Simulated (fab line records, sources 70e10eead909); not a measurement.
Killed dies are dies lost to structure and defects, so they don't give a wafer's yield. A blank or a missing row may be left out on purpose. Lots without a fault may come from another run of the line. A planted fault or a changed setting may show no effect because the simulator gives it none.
A struck lot beside a sound one | flow nand_harc | 14 steps out of a route of 1302
Sound: wafers L689.2, L689.3, L689.5. Struck: wafers L683.1, L683.2. (L683.5 of the same lot was not struck and is left out.) The cause comes at the end.
At each step with rows: each side's tool, then ch and its chambers, then its first start. Under that, the readings that differ: sound wafers | struck wafers | difference of the means | sigmas: that difference in standard deviations of wafers without a fault.
alike: readings whose means differ by less than 2 such deviations, and words and numbers that are the same on both sides. not compared: withheld readings, readings that some wafer has no value for, bounds like >300 that may hide the same value, and numbers for which the record gives no deviation and whose values overlap.
The two part at a step that has a row with sigmas, a row that says differs or no value, or rows on one side only. Numbers that don't overlap but have no deviation are shown without sigmas and don't part them. A reading that every wafer of one side lacks parts them only if that side has two wafers or more.

NHARC_A_ZERO_WELL_INSPECT_17:
  sound on defect_inspect-02, day 12 02:20; struck on defect_inspect-01, day 9 21:07
  alike: raw_defect_count
then, 3 steps without rows for these wafers: NHARC_A_SOURCE_PLATE_PRECLEAN_00 (cleans in HF-LAST, time 60 s); NHARC_A_SOURCE_PLATE_SRD_01; NHARC_A_SOURCE_PLATE_OXIDE_02 (material SiO2, target thk 10 nm, ox time 1362 s).
NHARC_A_SOURCE_PLATE_THK_MEAS_09: measures by ellipsometry.
  sound on film_metro-02, day 12 09:08; struck on film_metro-02, day 10 04:25
  alike: thk_nm
then, 3 steps without rows for these wafers: NHARC_A_SOURCE_PLATE_PVD_04 (deposits WSi2, target thk 50 nm); NHARC_A_SOURCE_PLATE_CVD_03 (deposits poly-Si, target thk 200 nm, time 4000 s); NHARC_A_SOURCE_PLATE_ANNEAL_05 (time 1800 s).
NHARC_A_SOURCE_PLATE_THK_MEAS_06: measures by ellipsometry.
  sound on film_metro-02, day 12 21:43; struck on film_metro-02, day 10 19:53
  alike: thk_nm
NHARC_A_SOURCE_PLATE_INSPECT_08:
  sound on defect_inspect-02, day 12 21:49; struck on defect_inspect-02, day 10 19:59
  reading          | sound    | struck | difference | sigmas
  raw_defect_count | 27 17 48 | 95 106 | +70        | +3
NHARC_A_ONON_D1_DEP_00: target thk 1000 nm.
  sound on pecvd_onon-03 ch 0, day 12 21:56; struck on pecvd_onon-02 ch 0, day 10 20:04
NHARC_A_ONON_D1_THK_MEAS_02: measures by ellipsometry.
  sound on film_metro-01, day 12 22:23; struck on film_metro-02, day 10 20:34
  reading     | sound       | struck  | difference | sigmas
  thk_nm (nm) | 998 997 996 | 869 870 | -128       | -14
then, 1 step without rows for these wafers: NHARC_A_ONON_D1_DEP_03 (target thk 1000 nm).
-- the record jumps here: 16 days lie between the struck wafers' starts before and after (it left off in module A_ONON_D1 and takes up again in module END, whose first step shown is number 1302 of the route) --
NHARC_END_SORT_01:
  the record has rows for the struck wafers here (prober-01 ch 0, day 27 07:24) and none for the sound ones

WHERE THEY PART
First at NHARC_A_SOURCE_PLATE_INSPECT_08; last, within this record, at NHARC_END_SORT_01.

WHY: what the simulator had put in
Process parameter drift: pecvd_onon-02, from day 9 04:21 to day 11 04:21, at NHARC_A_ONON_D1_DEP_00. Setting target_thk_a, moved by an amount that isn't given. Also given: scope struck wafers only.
